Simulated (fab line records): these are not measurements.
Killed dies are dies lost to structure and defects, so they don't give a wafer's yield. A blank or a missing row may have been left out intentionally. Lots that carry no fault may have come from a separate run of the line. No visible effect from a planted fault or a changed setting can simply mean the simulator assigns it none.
What tool caused it? ; flow n5 finfet ; 24 lots, 72 wafers sampled, at 2 steps of a route of 1938

WHAT THE GAUGES READ, wafer by wafer
N5_GATE_CUT_THK_MEAS_24. Usual: GC_FILL_THK typically reads 219.8 nm, with standard deviation 2.4.
lot;measured;on;GC_FILL_THK (nm);flag
L074;day 4 14:19;film metro-01;217.3 220.5 220.3;
L075;day 4 19:49;film metro-01;217.3 217.8 221.5;
L076;day 5 02:47;film metro-02;221.4 218.4 222.7;
L077;day 5 09:31;film metro-01;221.9 220.0 220.5;
L078;day 5 16:53;film metro-02;217.4 218.4 222.0;
L079;day 5 21:21;film metro-01;220.3 221.9 222.5;
L080;day 6 03:39;film metro-01;219.5 220.5 221.2;
L081;day 6 09:40;film metro-01;216.5 215.0 217.3;
L082;day 6 14:05;film metro-02;221.3 219.4 220.1;
L083;day 6 20:53;film metro-01;219.8 218.6 220.5;
L084;day 7 01:09;film metro-02;212.2 215.7 216.7;
L085;day 7 11:15;film metro-02;220.8 223.6 222.7;
L086;day 7 14:13;film metro-01;216.8 220.0 221.1;
L087;day 7 22:35;film metro-02;217.0 217.2 218.7;
L088;day 8 03:20;film metro-01;221.7 220.8 222.2;
L089;day 8 07:13;film metro-02;218.4 219.1 220.4;
L090;day 8 17:17;film metro-01;216.6 223.3 222.0;
L091;day 8 21:25;film metro-02;221.6 220.8 222.1;
L092;day 9 03:13;film metro-02;220.6 222.9 224.3;
L093;day 9 05:41;film metro-02;218.7 221.2 222.6;
L094;day 9 17:59;film metro-02;217.0 215.5 215.4;
L095;day 9 23:33;film metro-01;218.0 220.1 220.6;
L096;day 10 04:22;film metro-01;219.5 220.1 219.1;
L097;day 10 08:26;film metro-02;218.6 224.0 223.9;

N5_MOL_CONTACT_COAG_INSPECT_10: inspects for defects (brightfield). Usual: raw defect count reads 78 (standard deviation 29).
lot;measured;on;raw defect count;flag
L074;day 4 15:34;defect inspect-01;109 142 108;
L075;day 4 20:56;defect inspect-02;78 56 48;
L076;day 5 03:55;defect inspect-02;77 79 126;
L077;day 5 10:39;defect inspect-02;50 76 70;
L078;day 5 18:01;defect inspect-02;97 74 150;
L079;day 5 22:29;defect inspect-01;110 82 51;
L080;day 6 06:50;defect inspect-02;27 102 86;
L081;day 6 10:48;defect inspect-01;58 69 98;
L082;day 6 15:13;defect inspect-01;38 45 54;
L083;day 6 22:04;defect inspect-02;68 69 93;
L084;day 7 02:17;defect inspect-01;65 107 59;
L085;day 7 12:23;defect inspect-01;93 59 108;
L086;day 7 15:28;defect inspect-02;112 139 85;
L087;day 7 23:50;defect inspect-02;66 78 50;
L088;day 8 04:28;defect inspect-02;62 65 57;
L089;day 8 08:28;defect inspect-02;79 55 51;
L090;day 8 18:29;defect inspect-02;131 47 99;
L091;day 8 22:40;defect inspect-02;89 126 90;
L092;day 9 04:28;defect inspect-01;53 61 94;
L093;day 9 06:56;defect inspect-01;104 69 69;
L094;day 9 19:14;defect inspect-02;46 44 70;
L095;day 10 00:41;defect inspect-01;60 51 95;
L096;day 10 05:30;defect inspect-01;104 70 141;
L097;day 10 14:08;defect inspect-02;77 43 40;

WHAT TOOL EACH LOT RAN ON (gives the tool, then ch and the chambers of the sampled wafers, and finally the start)
The record shows no process step preceding these readings.

WHAT THE TOOLS THEMSELVES READ (means of the sampled wafers that have a number; where no wafer has one, the mark that the record gives instead)
The record holds no such reading with a usual standard deviation.

THE ANSWER, worked out from the rows above alone
Rule: take the mean of a lot's wafers that have a number; if it is more than 3 standard deviations from the usual mean, the lot is off. A lot without any number at a reading at which 4 lots or more have one is off too. The other lots that the step has rows for count as sound. After the gauges, taken in route order, come the tools' own readings; for these a lot's mean is taken, as printed above. At the first step where some lot is off, the reading lying furthest off is the one used; lots without a number count as furthest.
Across all readings shown, no lot is off: no conclusion can be drawn from this.

WHAT THE SIMULATOR HAD PUT IN
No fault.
